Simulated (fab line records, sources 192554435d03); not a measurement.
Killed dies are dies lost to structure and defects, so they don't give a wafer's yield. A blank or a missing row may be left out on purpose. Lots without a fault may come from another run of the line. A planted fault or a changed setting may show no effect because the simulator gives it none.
A struck lot beside a sound one | flow n5_finfet | 16 steps out of a route of 1938
Sound: wafers L325.2, L325.5, L325.6. Struck: wafers L323.2, L323.4, L323.6. The cause comes at the end.
At each step with rows: each side's tool, then ch and its chambers, then its first start. Under that, the readings that differ: sound wafers | struck wafers | difference of the means | sigmas: that difference in standard deviations of wafers without a fault.
alike: readings whose means differ by less than 2 such deviations, and words and numbers that are the same on both sides. not compared: withheld readings, readings that some wafer has no value for, bounds like >300 that may hide the same value, and numbers for which the record gives no deviation and whose values overlap.
The two part at a step that has a row with sigmas, a row that says differs or no value, or rows on one side only. Numbers that don't overlap but have no deviation are shown without sigmas and don't part them. A reading that every wafer of one side lacks parts them only if that side has two wafers or more.

first, 3 steps without rows for these wafers: N5_BEOL_M1_CVD_47 (deposits Co from CCTBA/H2, target thk 3 nm, time 223.8 s); N5_BEOL_M1_SPUTTER_48 (material Cu, target thk 4.5 nm, time 8.29 s); N5_BEOL_M1_ANNEAL_49 (time 240 s).
N5_BEOL_M1_SPUTTER_79: material Cu, target thk 4.5 nm, time 8.29 s.
  sound on pvd_sputter-02, day 10 09:28; struck on pvd_sputter-01, day 9 17:14
  alike: substrate_temp_c, throttle_valve_pct
N5_BEOL_M1_ANNEAL_80: time 240 s.
  sound on pvd_sputter-02, day 10 09:32; struck on pvd_sputter-01, day 9 17:19
  alike: heater_power_w, susceptor_temp_C
then, 5 steps without rows for these wafers: N5_BEOL_M1_SPUTTER_81 (material Cu, target thk 4.5 nm, time 8.29 s); N5_BEOL_M1_ANNEAL_82 (time 240 s); N5_BEOL_M1_SPUTTER_86 (material Cu, target thk 4.5 nm, time 8.29 s); N5_BEOL_M1_ANNEAL_87 (time 240 s); N5_BEOL_M1_SPUTTER_88 (material Cu, target thk 4.5 nm, time 8.29 s).
N5_BEOL_M1_ANNEAL_89: time 240 s.
  sound on pvd_sputter-02, day 10 10:12; struck on pvd_sputter-01, day 9 17:58
  alike: heater_power_w, susceptor_temp_C
N5_BEOL_M1_SPUTTER_90: material Cu, target thk 4.5 nm, time 8.29 s.
  sound on pvd_sputter-02, day 10 10:20; struck on pvd_sputter-01, day 9 18:07
  alike: substrate_temp_c, throttle_valve_pct
N5_BEOL_M1_ANNEAL_91: time 240 s.
  sound on pvd_sputter-02, day 10 10:25; struck on pvd_sputter-01, day 9 18:11
  no value came back on the struck wafers for heater_power_w (W), susceptor_temp_C (C), time_s (s); on the sound wafers heater_power_w (W) reads 857 856 926
N5_BEOL_M1_SPUTTER_92: material Cu, target thk 4.5 nm, time 8.29 s.
  sound on pvd_sputter-02, day 10 10:34; struck on pvd_sputter-01, day 9 18:20
  alike: substrate_temp_c, throttle_valve_pct
N5_BEOL_M4_RC_MEAS_101:
  sound on prober-02 ch 0, day 12 02:20; struck on prober-01 ch 0, day 11 07:44
  alike: DIBL_N, DIBL_P, IOFF_N, IOFF_P, ION_N, ION_P, SS_N, SS_P, VT_N, VT_P
N5_PASSIVATION_PROBE_49:
  the record has rows for the sound wafers here (prober-02, day 16 20:56) and none for the struck ones

WHERE THEY PART
First at N5_BEOL_M1_ANNEAL_91; last, within this record, at N5_PASSIVATION_PROBE_49.

WHY: what the simulator had put in
Skipped step whole: pvd_sputter-01, from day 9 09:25 on, at N5_BEOL_M1_ANNEAL_91. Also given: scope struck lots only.
